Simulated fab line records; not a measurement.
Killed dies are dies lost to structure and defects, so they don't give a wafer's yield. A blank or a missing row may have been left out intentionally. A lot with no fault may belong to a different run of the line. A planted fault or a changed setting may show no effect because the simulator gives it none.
Which tool did it? ; flow n5-finfet ; Sampling: 24 lots, 72 wafers, 6 of 1938 route steps

WHAT THE GAUGES SHOWED, per wafer
The record holds no reading of a measuring or inspecting step that can be judged against a usual standard deviation.

EACH LOT AND THE TOOL THAT RAN IT (in order: tool; ch and the chambers of the sampled wafers; start)
lot;N5_BEOL_M1_DESCUM_33;N5_BEOL_M1_ETCH_69;N5_BEOL_M1_STRIP_36;N5_BEOL_M1_ANNEAL_80;N5_BEOL_M1_SPUTTER_90;N5_BEOL_M1_ANNEAL_51
L075;rie-diel-05 ch 0,3, day 6 06:26;rie-diel-05 ch 0,3, day 6 06:29;rie-diel-05 ch 1,3, day 6 07:53;pvd-sputter-02, day 6 11:13;pvd-sputter-02, day 6 12:01;rtp-anneal-01 ch 0, day 6 12:53
L074;rie-diel-05 ch 0,1, day 6 09:31;rie-diel-05 ch 0,1, day 6 09:34;rie-diel-01 ch 0,1,2, day 6 10:47;pvd-sputter-01, day 6 12:35;pvd-sputter-01, day 6 13:23;rtp-anneal-01 ch 0, day 6 14:14
L076;rie-diel-01 ch 1,2,3, day 6 09:38;rie-diel-01 ch 1,2,3, day 6 09:41;rie-diel-03 ch 1,3, day 6 10:50;pvd-sputter-03, day 6 12:43;pvd-sputter-03, day 6 13:31;rtp-anneal-02 ch 0, day 6 14:25
L077;rie-diel-05 ch 0,3, day 6 22:34;rie-diel-05 ch 0,3, day 6 22:37;rie-diel-03 ch 1,2,3, day 7 00:23;pvd-sputter-03, day 7 01:57;pvd-sputter-03, day 7 02:45;rtp-anneal-02 ch 0, day 7 03:42
L078;rie-diel-05 ch 1,2,3, day 7 05:54;rie-diel-05 ch 1,2,3, day 7 05:57;rie-diel-01 ch 0,1,3, day 7 07:13;pvd-sputter-03, day 7 08:41;pvd-sputter-03, day 7 09:29;rtp-anneal-02 ch 0, day 7 10:28
L079;rie-diel-05 ch 0,1,2, day 7 09:20;rie-diel-05 ch 0,1,2, day 7 09:23;rie-diel-05 ch 0,3, day 7 09:52;pvd-sputter-01, day 7 12:17;pvd-sputter-01, day 7 13:05;rtp-anneal-02 ch 0, day 7 13:56
L080;rie-diel-01 ch 0,2,3, day 7 15:52;rie-diel-01 ch 0,2,3, day 7 15:55;rie-diel-01 ch 0,2,3, day 7 18:28;pvd-sputter-03, day 7 19:58;pvd-sputter-03, day 7 20:46;rtp-anneal-01 ch 0, day 7 21:37
L081;rie-diel-01 ch 0,2,3, day 8 01:23;rie-diel-01 ch 0,2,3, day 8 01:26;rie-diel-03 ch 0,3, day 8 04:26;pvd-sputter-02, day 8 06:40;pvd-sputter-02, day 8 07:28;rtp-anneal-01 ch 0, day 8 08:28
L082;rie-diel-03 ch 1,3, day 8 04:45;rie-diel-03 ch 1,3, day 8 04:49;rie-diel-05 ch 0,1,2, day 8 08:01;pvd-sputter-03, day 8 09:40;pvd-sputter-03, day 8 10:32;rtp-anneal-02 ch 0, day 8 11:29
L083;rie-diel-01 ch 1,2, day 8 09:53;rie-diel-01 ch 1,2, day 8 09:56;rie-diel-01 ch 1,2, day 8 11:26;pvd-sputter-02, day 8 14:11;pvd-sputter-02, day 8 14:59;rtp-anneal-01 ch 0, day 8 15:50
L084;rie-diel-05 ch 0,1,3, day 8 13:57;rie-diel-05 ch 0,1,3, day 8 14:00;rie-diel-01 ch 0,1,2, day 8 15:41;pvd-sputter-01, day 8 18:49;pvd-sputter-01, day 8 19:37;rtp-anneal-01 ch 0, day 8 20:28
L085;rie-diel-01 ch 0,2,3, day 9 02:16;rie-diel-01 ch 0,2,3, day 9 02:19;rie-diel-05 ch 0,1,3, day 9 06:40;pvd-sputter-02, day 9 08:32;pvd-sputter-02, day 9 09:20;rtp-anneal-01 ch 0, day 9 10:14
L086;rie-diel-01 ch 1,2,3, day 9 08:59;rie-diel-01 ch 1,2,3, day 9 09:02;rie-diel-03 ch 0,3, day 9 10:20;pvd-sputter-03, day 9 11:54;pvd-sputter-03, day 9 12:42;rtp-anneal-01 ch 0, day 9 13:36
L087;rie-diel-01 ch 0,1, day 9 12:04;rie-diel-01 ch 0,1, day 9 12:07;rie-diel-01 ch 1,2, day 9 16:05;pvd-sputter-01, day 9 17:41;pvd-sputter-01, day 9 18:29;rtp-anneal-02 ch 0, day 9 19:23
L088;rie-diel-05 ch 0,1,3, day 9 16:05;rie-diel-05 ch 0,1,3, day 9 16:08;rie-diel-01 ch 1,2,3, day 9 19:10;pvd-sputter-03, day 9 20:40;pvd-sputter-03, day 9 21:28;rtp-anneal-01 ch 0, day 9 22:19
L089;rie-diel-01 ch 0,3, day 9 18:16;rie-diel-01 ch 0,3, day 9 18:19;rie-diel-05 ch 1,2, day 9 19:14;pvd-sputter-01, day 9 20:47;pvd-sputter-01, day 9 21:35;rtp-anneal-02 ch 0, day 9 22:32
L090;rie-diel-01 ch 0,1,2, day 10 02:35;rie-diel-01 ch 0,1,2, day 10 02:38;rie-diel-01 ch 0,3, day 10 12:53;pvd-sputter-02, day 10 14:28;pvd-sputter-02, day 10 15:16;rtp-anneal-02 ch 0, day 10 16:33
L091;rie-diel-05 ch 1,2,3, day 10 08:50;rie-diel-05 ch 1,2,3, day 10 08:54;rie-diel-05 ch 0,2,3, day 10 12:55;pvd-sputter-03, day 10 14:19;pvd-sputter-03, day 10 15:07;rtp-anneal-01 ch 0, day 10 16:01
L092;rie-diel-03 ch 1,2,3, day 10 18:00;rie-diel-03 ch 1,2,3, day 10 18:03;rie-diel-03 ch 0,3, day 10 18:55;pvd-sputter-01, day 10 20:53;pvd-sputter-01, day 10 21:41;rtp-anneal-02 ch 0, day 10 22:33
L093;rie-diel-05 ch 1,2, day 11 11:52;rie-diel-05 ch 1,2, day 11 11:55;rie-diel-05 ch 0,1, day 11 13:37;pvd-sputter-03, day 11 15:34;pvd-sputter-03, day 11 16:22;rtp-anneal-01 ch 0, day 11 17:24
L095;rie-diel-01 ch 1,2,3, day 11 15:39;rie-diel-01 ch 1,2,3, day 11 15:42;rie-diel-01 ch 1,2,3, day 11 16:42;pvd-sputter-03, day 11 18:24;pvd-sputter-03, day 11 19:12;rtp-anneal-02 ch 0, day 11 20:10
L094;rie-diel-01 ch 0,1,3, day 11 16:23;rie-diel-01 ch 0,1,3, day 11 16:26;rie-diel-01 ch 0,1,3, day 11 20:08;pvd-sputter-03, day 11 21:29;pvd-sputter-03, day 11 22:17;rtp-anneal-02 ch 0, day 11 23:08
L096;rie-diel-01 ch 0,1,3, day 11 20:17;rie-diel-01 ch 0,1,3, day 11 20:20;rie-diel-03 ch 0,1,3, day 11 20:47;pvd-sputter-02, day 11 22:51;pvd-sputter-02, day 11 23:39;rtp-anneal-02 ch 0, day 12 00:34
L097;rie-diel-03 ch 0,1, day 11 21:53;rie-diel-03 ch 0,1, day 11 21:58;rie-diel-03 ch 0,1, day 11 22:54;pvd-sputter-02, day 12 01:10;pvd-sputter-02, day 12 01:58;rtp-anneal-01 ch 0, day 12 02:50
- N5_BEOL_M1_DESCUM_33: chemistry O2, time 7 s.
- N5_BEOL_M1_ETCH_69: etches SiARC in CF4, target depth 15.6 nm, time 26 s.
- N5_BEOL_M1_STRIP_36: strips in N2/H2.
- N5_BEOL_M1_ANNEAL_80: time 240 s.
- N5_BEOL_M1_SPUTTER_90: material Cu, target thk 4.5 nm, time 8.29 s.
- N5_BEOL_M1_ANNEAL_51: time 90 s.

WHAT THE TOOLS THEMSELVES READ (means of the sampled wafers that have a number; where no wafer has one, the mark that the record gives instead)
N5_BEOL_M1_DESCUM_33. Usual: drypump-motor-current-A 5.7 A, standard deviation 0.36; oes-product-au 0.80 a.u., standard deviation 0.075; rf-vpp-V 243.2 V, standard deviation 0.97; showerhead-plenum-p-Torr 2.10 Torr, standard deviation 0.039; throttle-valve-pct 20.4 %, standard deviation 0.31.
lot;tool;drypump-motor-current-A (A);oes-product-au (a.u.);rf-vpp-V (V);showerhead-plenum-p-Torr (Torr);throttle-valve-pct (%);flag
L075;rie-diel-05;5.6;0.73;243.1;2.08;20.8;
L074;rie-diel-05;5.9;0.75;243.0;2.09;20.8;
L076;rie-diel-01;5.5;0.81;243.1;2.11;20.3;
L077;rie-diel-05;5.5;0.74;242.2;2.09;20.9;
L078;rie-diel-05;5.5;0.83;243.5;2.12;20.5;
L079;rie-diel-05;5.6;0.81;242.9;2.11;20.5;
L080;rie-diel-01;5.5;0.78;243.4;2.10;20.3;
L081;rie-diel-01;5.5;0.76;244.0;2.10;20.3;
L082;rie-diel-03;6.1;0.80;244.1;2.17;20.4;
L083;rie-diel-01;5.7;0.85;242.7;2.10;20.3;
L084;rie-diel-05;5.8;0.75;243.5;2.09;20.8;
L085;rie-diel-01;5.5;0.87;243.6;2.09;20.2;
L086;rie-diel-01;5.5;0.90;243.3;2.10;20.2;
L087;rie-diel-01;5.6;0.79;244.0;2.11;20.4;
L088;rie-diel-05;5.8;0.74;242.7;2.09;20.9;
L089;rie-diel-01;5.4;0.83;243.0;2.11;20.3;
L090;rie-diel-01;5.7;0.81;243.0;2.09;20.4;
L091;rie-diel-05;5.5;0.81;243.5;2.11;20.5;
L092;rie-diel-03;6.0;0.78;244.3;2.14;20.4;
L093;rie-diel-05;5.8;0.81;243.1;2.12;20.5;
L095;rie-diel-01;5.5;0.86;243.0;2.10;20.2;
L094;rie-diel-01;5.5;0.84;243.3;2.12;20.3;
L096;rie-diel-01;5.5;0.83;243.6;2.11;20.3;
L097;rie-diel-03;6.2;0.74;243.4;2.12;20.4;

N5_BEOL_M1_ETCH_69. Usual: drypump-motor-current-A 5.7 A, standard deviation 0.36; etch-rf-on-time-s 25.8 s, standard deviation 0.41; oes-product-au 0.69 a.u., standard deviation 0.064; rf-vpp-V 184.0 V, standard deviation 0.99; showerhead-plenum-p-Torr 2.15 Torr, standard deviation 0.038; throttle-valve-pct 15.6 %, standard deviation 0.3.
lot;tool;drypump-motor-current-A (A);etch-rf-on-time-s (s);oes-product-au (a.u.);rf-vpp-V (V);showerhead-plenum-p-Torr (Torr);throttle-valve-pct (%);flag
L075;rie-diel-05;5.6;25.8;0.62;183.6;2.13;16.0;
L074;rie-diel-05;5.9;26.1;0.63;183.7;2.14;15.9;
L076;rie-diel-01;5.5;25.8;0.69;183.3;2.16;15.5;
L077;rie-diel-05;5.5;25.7;0.63;183.7;2.13;16.1;
L078;rie-diel-05;5.6;25.9;0.71;184.3;2.17;15.6;
L079;rie-diel-05;5.6;25.3;0.69;183.8;2.16;15.6;
L080;rie-diel-01;5.5;25.7;0.67;184.3;2.14;15.5;
L081;rie-diel-01;5.5;25.9;0.66;183.4;2.14;15.5;
L082;rie-diel-03;6.2;26.2;0.68;184.9;2.21;15.5;
L083;rie-diel-01;5.8;26.1;0.72;184.2;2.14;15.4;
L084;rie-diel-05;5.8;25.8;0.64;183.5;2.14;16.0;
L085;rie-diel-01;5.5;25.4;0.75;183.6;2.14;15.4;
L086;rie-diel-01;5.5;25.4;0.76;183.7;2.15;15.3;
L087;rie-diel-01;5.6;26.1;0.67;183.5;2.15;15.6;
L088;rie-diel-05;5.8;26.0;0.63;184.2;2.13;16.0;
L089;rie-diel-01;5.4;25.9;0.71;183.8;2.16;15.5;
L090;rie-diel-01;5.7;25.9;0.69;183.5;2.13;15.5;
L091;rie-diel-05;5.5;25.5;0.69;183.8;2.16;15.7;
L092;rie-diel-03;6.0;26.1;0.67;184.8;2.18;15.5;
L093;rie-diel-05;5.8;25.5;0.70;184.1;2.17;15.6;
L095;rie-diel-01;5.6;25.8;0.73;183.8;2.14;15.4;
L094;rie-diel-01;5.5;25.8;0.72;184.3;2.16;15.5;
L096;rie-diel-01;5.5;25.9;0.71;184.5;2.16;15.5;
L097;rie-diel-03;6.2;26.6;0.62;184.3;2.17;15.5;

N5_BEOL_M1_STRIP_36. Usual: drypump-motor-current-A 5.8 A, standard deviation 0.38; oes-product-au 0.80 a.u., standard deviation 0.073; rf-vpp-V 59.0 V, standard deviation 1.4; showerhead-plenum-p-Torr 2.54 Torr, standard deviation 0.058; throttle-valve-pct 23.5 %, standard deviation 0.33.
lot;tool;drypump-motor-current-A (A);oes-product-au (a.u.);rf-vpp-V (V);showerhead-plenum-p-Torr (Torr);throttle-valve-pct (%);flag
L075;rie-diel-05;5.9;0.80;60.3;2.55;24.0;
L074;rie-diel-01;5.7;0.84;59.2;2.54;23.4;
L076;rie-diel-03;6.2;0.81;59.0;2.64;23.6;
L077;rie-diel-03;6.0;0.82;58.2;2.60;23.7;
L078;rie-diel-01;5.5;0.78;58.8;2.58;23.6;
L079;rie-diel-05;5.5;0.73;60.4;2.52;23.9;
L080;rie-diel-01;5.5;0.77;58.7;2.54;23.5;
L081;rie-diel-03;6.2;0.86;59.1;2.55;23.3;
L082;rie-diel-05;5.6;0.80;59.3;2.55;23.5;
L083;rie-diel-01;5.7;0.85;57.8;2.54;23.4;
L084;rie-diel-01;5.7;0.81;58.8;2.53;23.5;
L085;rie-diel-05;5.8;0.75;58.2;2.52;23.9;
L086;rie-diel-03;6.2;0.85;58.1;2.54;23.3;
L087;rie-diel-01;5.7;0.84;59.2;2.50;23.2;
L088;rie-diel-01;5.5;0.88;58.8;2.54;23.3;
L089;rie-diel-05;5.4;0.86;58.5;2.57;23.2;
L090;rie-diel-01;5.5;0.82;57.4;2.56;23.6;
L091;rie-diel-05;5.4;0.77;58.0;2.53;23.5;
L092;rie-diel-03;6.2;0.81;58.1;2.49;23.3;
L093;rie-diel-05;6.0;0.75;57.9;2.52;24.0;
L095;rie-diel-01;5.5;0.86;58.4;2.54;23.4;
L094;rie-diel-01;5.5;0.84;59.1;2.57;23.6;
L096;rie-diel-03;6.2;0.79;57.9;2.55;23.5;
L097;rie-diel-03;6.2;0.75;57.8;2.51;23.4;

N5_BEOL_M1_ANNEAL_80. Usual: heater-power-w reads 844 W (standard deviation 110).
lot;tool;heater-power-w (W);flag
L075;pvd-sputter-02;911;
L074;pvd-sputter-01;857;
L076;pvd-sputter-03;791;
L077;pvd-sputter-03;815;
L078;pvd-sputter-03;877;
L079;pvd-sputter-01;856;
L080;pvd-sputter-03;838;
L081;pvd-sputter-02;835;
L082;pvd-sputter-03;770;
L083;pvd-sputter-02;945;
L084;pvd-sputter-01;877;
L085;pvd-sputter-02;916;
L086;pvd-sputter-03;797;
L087;pvd-sputter-01;931;
L088;pvd-sputter-03;821;
L089;pvd-sputter-01;872;
L090;pvd-sputter-02;809;
L091;pvd-sputter-03;788;
L092;pvd-sputter-01;966;
L093;pvd-sputter-03;768;
L095;pvd-sputter-03;788;
L094;pvd-sputter-03;774;
L096;pvd-sputter-02;866;
L097;pvd-sputter-02;883;

N5_BEOL_M1_SPUTTER_90. Usual: chuck-sensor-temp-C -16.1 C, standard deviation 0.68; throttle-valve-pct 30.1 %, standard deviation 0.39.
lot;tool;chuck-sensor-temp-C (C);throttle-valve-pct (%);flag
L075;pvd-sputter-02;-16.8;30.0;
L074;pvd-sputter-01;-16.2;30.2;
L076;pvd-sputter-03;-15.6;30.0;
L077;pvd-sputter-03;-15.9;29.9;
L078;pvd-sputter-03;-15.5;29.8;
L079;pvd-sputter-01;-16.3;30.2;
L080;pvd-sputter-03;-15.4;29.9;
L081;pvd-sputter-02;-16.3;30.3;
L082;pvd-sputter-03;-15.8;30.2;
L083;pvd-sputter-02;-16.9;29.9;
L084;pvd-sputter-01;-16.6;30.1;
L085;pvd-sputter-02;-16.8;29.8;
L086;pvd-sputter-03;-15.9;30.0;
L087;pvd-sputter-01;-16.1;30.0;
L088;pvd-sputter-03;-15.6;30.2;
L089;pvd-sputter-01;-16.6;30.3;
L090;pvd-sputter-02;-16.2;30.2;
L091;pvd-sputter-03;-15.6;30.0;
L092;pvd-sputter-01;-16.2;30.0;
L093;pvd-sputter-03;-15.9;30.1;
L095;pvd-sputter-03;-15.8;30.1;
L094;pvd-sputter-03;-15.8;30.1;
L096;pvd-sputter-02;-16.4;30.3;
L097;pvd-sputter-02;-16.5;30.3;

N5_BEOL_M1_ANNEAL_51. Usual: wafer_temp_C_max reads 226.3 (standard deviation 0.71).
lot;tool;wafer_temp_C_max;flag
L075;rtp-anneal-01;225.6;
L074;rtp-anneal-01;225.8;
L076;rtp-anneal-02;226.9;
L077;rtp-anneal-02;227.1;
L078;rtp-anneal-02;226.9;
L079;rtp-anneal-02;227.2;
L080;rtp-anneal-01;225.9;
L081;rtp-anneal-01;225.6;
L082;rtp-anneal-02;226.7;
L083;rtp-anneal-01;225.8;
L084;rtp-anneal-01;225.6;
L085;rtp-anneal-01;225.4;
L086;rtp-anneal-01;225.6;
L087;rtp-anneal-02;227.1;
L088;rtp-anneal-01;225.8;
L089;rtp-anneal-02;227.2;
L090;rtp-anneal-02;226.7;
L091;rtp-anneal-01;225.7;
L092;rtp-anneal-02;227.1;
L093;rtp-anneal-01;225.6;
L095;rtp-anneal-02;226.9;
L094;rtp-anneal-02;227.0;
L096;rtp-anneal-02;226.9;
L097;rtp-anneal-01;225.8;

THE ANSWER, worked out from the rows above alone
Rule: a lot is off if the mean of its wafers that have a number lies more than 3 standard deviations from the usual mean. A lot without any number at a reading at which 4 lots or more have one is off too. All remaining lots with rows at the step are treated as sound. The gauges are gone through in route order, then the tools' own readings, and for those a lot's mean is taken as printed above. At the first step where some lot is off, the reading lying furthest off is the one used; lots without a number count as furthest.
Nothing can be told from this: no lot is off at any reading shown.

WHAT WAS PUT IN BY THE SIMULATOR
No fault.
